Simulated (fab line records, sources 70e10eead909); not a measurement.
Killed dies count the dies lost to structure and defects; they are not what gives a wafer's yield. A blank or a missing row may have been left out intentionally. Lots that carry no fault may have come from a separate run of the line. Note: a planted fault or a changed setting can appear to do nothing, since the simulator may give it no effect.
What tool caused it? -- flow nand_harc -- 6 lots, 18 wafers sampled, at 1 step of a route of 1302

## WHAT THE GAUGES READ, wafer by wafer
NHARC_A_M1_INSPECT_11.
lot,measured,on,raw_defect_count
L177,day 23 08:40,defect_inspect-01,18 20 31
L186,day 27 06:46,defect_inspect-02,70 71 61
L189,day 28 16:22,defect_inspect-01,53 70 63
L192,day 29 01:56,defect_inspect-01,85 66 84
L197,day 31 02:56,defect_inspect-02,114 127 144
L198,day 32 00:12,defect_inspect-01,66 67 65

## TOOL THAT RAN EACH LOT (tool first, then ch and the chambers of the sampled wafers, then the start)
Before these readings, the record contains no process step.

## THE ANSWER, worked out from the rows above alone
Rule: what is usual is taken from the lots themselves. The widest of any qualifying gaps counts: lots, ordered by their means at a reading, are off when they make up no more than a third of the lots, leave a main group of 4 or more, and stand apart from it by 3 or more times the standard deviation of that group's means. The tables above print the reading to a certain number of digits; a main group whose means all agree to those digits is not used. Also off: a lot with no number at a reading for which 4 or more lots have one. The other lots that the step has rows for count as sound.
Across all readings shown, no lot is off: no conclusion can be drawn from this.

## WHAT THE SIMULATOR HAD INSERTED
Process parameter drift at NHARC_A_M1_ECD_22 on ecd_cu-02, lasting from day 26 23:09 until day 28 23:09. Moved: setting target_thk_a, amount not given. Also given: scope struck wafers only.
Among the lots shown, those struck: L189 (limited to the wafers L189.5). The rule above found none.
